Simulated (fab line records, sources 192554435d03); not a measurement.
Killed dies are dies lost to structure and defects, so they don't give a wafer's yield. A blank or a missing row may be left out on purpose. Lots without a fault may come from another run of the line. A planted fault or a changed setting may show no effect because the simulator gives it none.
Which tool did it? | flow n5_finfet | 8 lots, 24 wafers sampled, at 4 steps of a route of 1938

WHAT THE GAUGES READ, wafer by wafer
N5_BEOL_M15_THK_MEAS_50: measures by xrf. Usual: M15_THK 825 nm, standard deviation 17.
lot  | measured     | on            | M15_THK (nm) | flag
L526 | day 11 14:59 | film_metro-02 | 829 807 851  |
L528 | day 12 00:07 | film_metro-01 | 846 835 807  |
L530 | day 12 14:51 | film_metro-01 | 833 829 834  |
L531 | day 12 15:26 | film_metro-02 | 840 835 847  |
L537 | day 14 03:00 | film_metro-02 | 835 838 839  |
L540 | day 14 19:47 | film_metro-02 | 837 820 797  |
L539 | day 14 22:20 | film_metro-01 | 821 805 855  |
L536 | day 15 03:34 | film_metro-01 | 838 789 819  |

N5_BEOL_M15_INSPECT_55: inspects for defects (darkfield). Usual: raw_defect_count 71, standard deviation 21.
lot  | measured     | on                | raw_defect_count | flag
L526 | day 11 15:08 | defect_inspect-01 | 82 61 79         |
L528 | day 12 00:17 | defect_inspect-01 | 51 79 68         |
L530 | day 12 15:01 | defect_inspect-02 | 107 47 57        |
L531 | day 12 15:37 | defect_inspect-01 | 95 63 66         |
L537 | day 14 03:09 | defect_inspect-02 | 89 65 72         |
L540 | day 14 19:56 | defect_inspect-01 | 71 72 85         |
L539 | day 14 22:29 | defect_inspect-01 | 59 79 95         |
L536 | day 15 03:43 | defect_inspect-02 | 47 48 59         |

N5_BEOL_M15_RC_MEAS_101. Usual: COMB_M10 1.45e-11 S/m, standard deviation 2.9e-12; COMB_M11 1.42e-11 S/m, standard deviation 2.7e-12; COMB_M12 6.3e-12 S/m, standard deviation 1.3e-12; COMB_M13 4.7e-12 S/m, standard deviation 9.7e-13; COMB_M14 3.6e-12 S/m, standard deviation 8.5e-13; COMB_M15 2.5e-12 S/m, standard deviation 6.5e-13; COMB_M5 3.6e-11 S/m, standard deviation 7.1e-12; COMB_M5_max_site 5.2e-11 S/m, standard deviation 1.1e-11; COMB_M6 2.6e-11 S/m, standard deviation 5.5e-12; COMB_M7 2.4e-11 S/m, standard deviation 5.4e-12; COMB_M8 2.6e-11 S/m, standard deviation 4.7e-12; COMB_M9 1.5e-11 S/m, standard deviation 3e-12; SERP_M10 3.10 ohm/um, standard deviation 0.07; SERP_M11 3.06 ohm/um, standard deviation 0.083; SERP_M12 0.635 ohm/um, standard deviation 0.016; SERP_M12_max_site 0.648 ohm/um, standard deviation 0.017; SERP_M13 0.309 ohm/um, standard deviation 0.0072; SERP_M14 0.164 ohm/um, standard deviation 0.0046; SERP_M5 39.9 ohm/um, standard deviation 1.6; SERP_M6 14.3 ohm/um, standard deviation 0.57; SERP_M6_max_site 14.9 ohm/um, standard deviation 0.61; SERP_M7 13.8 ohm/um, standard deviation 0.56; SERP_M8 13.9 ohm/um, standard deviation 0.46; SERP_M8_max_site 14.4 ohm/um, standard deviation 0.52; SERP_M9 3.07 ohm/um, standard deviation 0.08.
lot  | measured     | on        | COMB_M10 (S/m)             | COMB_M11 (S/m)             | COMB_M12 (S/m)          | COMB_M13 (S/m)          | COMB_M14 (S/m)          | COMB_M15 (S/m)          | COMB_M5 (S/m)           | COMB_M5_max_site (S/m)  | COMB_M6 (S/m)           | COMB_M7 (S/m)           | COMB_M8 (S/m)           | COMB_M9 (S/m)              | SERP_M10 (ohm/um) | SERP_M11 (ohm/um) | SERP_M12 (ohm/um) | SERP_M12_max_site (ohm/um) | SERP_M13 (ohm/um) | SERP_M14 (ohm/um) | SERP_M5 (ohm/um) | SERP_M6 (ohm/um) | SERP_M6_max_site (ohm/um) | SERP_M7 (ohm/um) | SERP_M8 (ohm/um) | SERP_M8_max_site (ohm/um) | SERP_M9 (ohm/um) | flag
L526 | day 11 15:10 | prober-02 | 1.15e-11 1.2e-11 1.11e-11  | 1.62e-11 1.82e-11 1.46e-11 | 6.1e-12 7.2e-12 7.7e-12 | 4.5e-12 4.5e-12 4.6e-12 | 4.3e-12 3.7e-12 2.7e-12 | 2.5e-12 2.3e-12 2.6e-12 | 3.8e-11 3e-11 3.9e-11   | 5.2e-11 5.2e-11 5.6e-11 | 2.5e-11 2.5e-11 2.3e-11 | 2.9e-11 2.7e-11 2e-11   | 3.6e-11 2.7e-11 3.8e-11 | 1.6e-11 1.49e-11 1.4e-11   | 3.06 3.00 3.17    | 3.08 3.01 3.05    | 0.661 0.632 0.659 | 0.674 0.648 0.681          | 0.307 0.306 0.302 | 0.163 0.167 0.168 | 38.6 41.1 39.5   | 14.9 14.4 14.8   | 15.4 14.9 15.5            | 12.7 13.2 14.3   | 13.7 14.1 14.2   | 14.3 14.6 14.7            | 3.04 3.06 3.07   |
L528 | day 12 00:37 | prober-02 | 1.84e-11 9.2e-12 1.66e-11  | 1.46e-11 1.25e-11 1.73e-11 | 8.8e-12 5.4e-12 4.7e-12 | 3.6e-12 5.2e-12 5.4e-12 | 4.4e-12 3.4e-12 2.5e-12 | 2.3e-12 2.1e-12 2.3e-12 | 3.8e-11 3.5e-11 3.7e-11 | 5.7e-11 4.6e-11 4.2e-11 | 2.2e-11 2.1e-11 1.9e-11 | 2.6e-11 2.7e-11 2.4e-11 | 3.2e-11 2.3e-11 3.8e-11 | 1.54e-11 1.5e-11 1.3e-11   | 3.10 3.04 3.15    | 3.04 3.07 3.08    | 0.654 0.654 0.618 | 0.666 0.659 0.636          | 0.307 0.315 0.303 | 0.165 0.160 0.169 | 40.9 38.8 40.1   | 13.5 13.8 14.2   | 14.3 14.1 15.1            | 14.4 13.3 13.8   | 14.1 13.7 13.9   | 15.6 14.0 14.4            | 3.14 3.07 3.12   |
L530 | day 12 15:11 | prober-01 | 1.16e-11 1.01e-11 1.29e-11 | 1.19e-11 1.26e-11 1.54e-11 | 5.5e-12 8e-12 6.4e-12   | 2.6e-12 3.7e-12 4.2e-12 | 3.8e-12 2.6e-12 5.2e-12 | 2.4e-12 2.4e-12 2.2e-12 | 3e-11 2.9e-11 3.1e-11   | 4.5e-11 5.3e-11 4.1e-11 | 2.1e-11 3e-11 3.4e-11   | 2.1e-11 2.5e-11 1.5e-11 | 2.4e-11 2.2e-11 1.6e-11 | 1.75e-11 1.32e-11 1.36e-11 | 3.08 3.07 3.08    | 3.08 3.09 3.02    | 0.632 0.658 0.624 | 0.639 0.672 0.627          | 0.310 0.301 0.298 | 0.157 0.166 0.157 | 41.9 39.7 41.4   | 14.0 15.0 15.3   | 14.5 15.6 15.8            | 14.0 13.5 13.8   | 14.0 13.8 13.9   | 14.5 14.1 14.4            | 3.12 3.14 3.15   |
L531 | day 12 16:16 | prober-01 | 1.31e-11 1.82e-11 1.2e-11  | 1.29e-11 1.36e-11 1.46e-11 | 5.9e-12 5.5e-12 5.2e-12 | 4e-12 6.1e-12 4.1e-12   | 4.9e-12 2.7e-12 4.6e-12 | 2.1e-12 2.7e-12 2.3e-12 | 3.1e-11 2.7e-11 2.7e-11 | 5.5e-11 3.5e-11 3.7e-11 | 2.4e-11 1.9e-11 3.4e-11 | 2.8e-11 2.8e-11 3e-11   | 2.3e-11 2.4e-11 2.2e-11 | 8.6e-12 1.08e-11 1.49e-11  | 3.01 3.12 3.07    | 2.98 2.92 2.92    | 0.627 0.617 0.627 | 0.639 0.628 0.640          | 0.302 0.306 0.296 | 0.165 0.160 0.162 | 38.4 42.0 40.3   | 15.0 14.9 13.4   | 15.4 15.6 13.7            | 13.8 13.7 14.2   | 14.3 14.1 14.6   | 15.1 14.5 14.9            | 2.96 3.13 2.97   |
L537 | day 14 03:20 | prober-02 | 1.63e-11 1.57e-11 1.36e-11 | 9.9e-12 1.8e-11 1.25e-11   | 5.5e-12 6e-12 5.4e-12   | 5e-12 4.8e-12 4.3e-12   | 6.3e-12 5.4e-12 4.7e-12 | 3.7e-12 3.3e-12 3.7e-12 | 3.9e-11 4.8e-11 2.8e-11 | 4.8e-11 6.9e-11 5e-11   | 2.2e-11 2.1e-11 2e-11   | 2.4e-11 2.5e-11 2.1e-11 | 2.1e-11 1.9e-11 2.5e-11 | 1.41e-11 1.49e-11 1.27e-11 | 3.14 3.20 3.07    | 2.94 3.03 2.98    | 0.648 0.650 0.649 | 0.661 0.668 0.664          | 0.310 0.308 0.301 | 0.166 0.167 0.171 | 39.2 39.9 41.0   | 13.4 13.8 13.8   | 13.7 14.3 14.9            | 14.8 15.3 14.6   | 13.8 14.6 14.6   | 14.2 15.3 15.4            | 2.90 3.05 3.11   |
L540 | day 14 20:07 | prober-02 | 1.96e-11 1.59e-11 1.9e-11  | 1.28e-11 1.12e-11 1.43e-11 | 7.7e-12 7e-12 8.5e-12   | 4.3e-12 4.2e-12 5.7e-12 | 5.7e-12 4.4e-12 4.4e-12 | 2.5e-12 4.2e-12 2.3e-12 | 4.4e-11 4.5e-11 4.2e-11 | 5.3e-11 5.2e-11 5.5e-11 | 1.6e-11 1.7e-11 2.6e-11 | 2.2e-11 1.6e-11 1.5e-11 | 2.2e-11 3.3e-11 2.5e-11 | 1.94e-11 1.9e-11 1.59e-11  | 3.07 3.03 3.08    | 3.13 2.88 3.16    | 0.636 0.640 0.648 | 0.656 0.657 0.661          | 0.310 0.303 0.306 | 0.167 0.155 0.162 | 41.5 39.9 39.5   | 14.5 14.9 14.4   | 14.7 15.5 14.6            | 14.3 14.0 14.0   | 14.4 14.3 14.8   | 14.9 15.0 15.5            | 3.03 3.02 3.16   |
L539 | day 14 22:31 | prober-01 | 1.81e-11 1.77e-11 1.09e-11 | 1.35e-11 1.44e-11 1.48e-11 | 7.7e-12 5.4e-12 7.1e-12 | 6e-12 4.6e-12 4.8e-12   | 2.8e-12 3.7e-12 3.5e-12 | 1.5e-12 1.7e-12 2.1e-12 | 4.1e-11 4.7e-11 4.3e-11 | 5.3e-11 7.5e-11 5.8e-11 | 3.2e-11 2.4e-11 3e-11   | 2.6e-11 2.3e-11 2.7e-11 | 3.6e-11 2.8e-11 2.7e-11 | 9.6e-12 1.4e-11 1.63e-11   | 3.10 3.01 3.06    | 2.96 3.06 2.95    | 0.644 0.693 0.703 | 0.659 0.719 0.715          | 0.312 0.312 0.310 | 0.164 0.161 0.172 | 39.2 36.7 38.5   | 15.4 14.8 15.1   | 15.5 15.2 15.3            | 13.7 13.7 14.2   | 13.4 13.8 13.4   | 14.0 14.2 14.1            | 3.09 3.07 3.03   |
L536 | day 15 03:51 | prober-01 | 1.68e-11 1.25e-11 1.22e-11 | 1.8e-11 1.7e-11 1.88e-11   | 6.3e-12 6.8e-12 6.3e-12 | 5.1e-12 5.5e-12 3.7e-12 | 3.7e-12 3.3e-12 3.7e-12 | 3.4e-12 2.1e-12 2.1e-12 | 2.8e-11 2.7e-11 2.2e-11 | 4.2e-11 3.8e-11 3.4e-11 | 2.4e-11 2.2e-11 3.5e-11 | 3.2e-11 3e-11 2.1e-11   | 3.1e-11 3.3e-11 2.5e-11 | 1.14e-11 1.48e-11 1.93e-11 | 3.16 3.23 3.09    | 3.04 3.03 3.07    | 0.652 0.644 0.653 | 0.666 0.657 0.667          | 0.303 0.303 0.299 | 0.157 0.161 0.164 | 43.8 40.6 41.8   | 14.3 14.9 14.3   | 14.8 15.3 15.1            | 13.6 14.7 14.9   | 13.9 13.9 13.5   | 14.2 14.4 13.8            | 3.26 3.02 3.12   |

WHICH TOOL RAN EACH LOT (tool, then ch and the chambers of the sampled wafers, then the start)
lot  | N5_BEOL_M12_ETCH_68
L526 | rie_diel-02 ch 0,1,2, day 10 16:52
L528 | rie_diel-05 ch 0,3, day 11 04:32
L530 | rie_diel-04 ch 0,1, day 11 14:23
L531 | rie_diel-05 ch 0,3, day 11 19:14
L537 | rie_diel-05 ch 0,1,3, day 13 05:44
L540 | rie_diel-05 ch 0,1,2, day 14 01:27
L539 | rie_diel-05 ch 2,3, day 14 05:01
L536 | rie_diel-02 ch 0,2, day 14 05:21
- N5_BEOL_M12_ETCH_68: etches SOC in N2/H2, time 285 s.

WHAT THE TOOLS THEMSELVES READ (means of the sampled wafers that have a number; where no wafer has one, the mark that the record gives instead)
N5_BEOL_M12_ETCH_68. Usual: drypump_motor_current_A 5.4 A, standard deviation 0.37; n2_flow_sccm 200.0 sccm, standard deviation 0.57; oes_product_au 0.76 a.u., standard deviation 0.084; rf_fwd_power_W 2993 W, standard deviation 8.9; rf_vpp_V 523.5 V, standard deviation 3; showerhead_plenum_p_Torr 2.53 Torr, standard deviation 0.099; temp_c 40.01 C, standard deviation 0.11; throttle_valve_pct 17.77 %, standard deviation 0.24.
lot  | tool        | drypump_motor_current_A (A) | n2_flow_sccm (sccm) | oes_product_au (a.u.) | rf_fwd_power_W (W) | rf_vpp_V (V) | showerhead_plenum_p_Torr (Torr) | temp_c (C) | throttle_valve_pct (%) | flag
L526 | rie_diel-02 | 5.5                         | 199.7               | 0.74                  | 2992               | 524.0        | 2.55                            | 40.06      | 17.82                  |
L528 | rie_diel-05 | 5.5                         | 200.3               | 0.84                  | 2997               | 525.9        | 2.66                            | 40.13      | 17.57                  |
L530 | rie_diel-04 | 5.5                         | 199.3               | 0.69                  | 2995               | 523.4        | 2.54                            | 39.96      | 17.96                  |
L531 | rie_diel-05 | 5.2                         | 199.4               | 0.80                  | 2999               | 525.9        | 2.61                            | 40.01      | 17.50                  |
L537 | rie_diel-05 | 5.4                         | 200.2               | 0.77                  | 2987               | 523.9        | 2.55                            | 40.06      | 17.71                  |
L540 | rie_diel-05 | 5.4                         | 200.0               | 0.71                  | 2994               | 523.5        | 2.53                            | 39.99      | 17.78                  |
L539 | rie_diel-05 | 5.8                         | 199.5               | 0.61                  | 2990               | 527.4        | 2.67                            | 39.94      | 17.77                  |
L536 | rie_diel-02 | 5.8                         | 199.4               | 0.67                  | 2995               | 524.3        | 2.55                            | 39.90      | 18.07                  |

THE ANSWER, worked out from the rows above alone
Rule: a lot is off if the mean of its wafers that have a number lies more than 3 standard deviations from the usual mean. A lot without any number at a reading at which 4 lots or more have one is off too. The other lots that the step has rows for count as sound. The gauges are gone through in route order, then the tools' own readings, and for those a lot's mean is taken as printed above. The first step at which some lot is off is used, and at that step the reading that is off furthest; a lot without a number counts as furthest.
No lot is off at any reading shown: from this, nothing can be told.

WHAT THE SIMULATOR HAD PUT IN
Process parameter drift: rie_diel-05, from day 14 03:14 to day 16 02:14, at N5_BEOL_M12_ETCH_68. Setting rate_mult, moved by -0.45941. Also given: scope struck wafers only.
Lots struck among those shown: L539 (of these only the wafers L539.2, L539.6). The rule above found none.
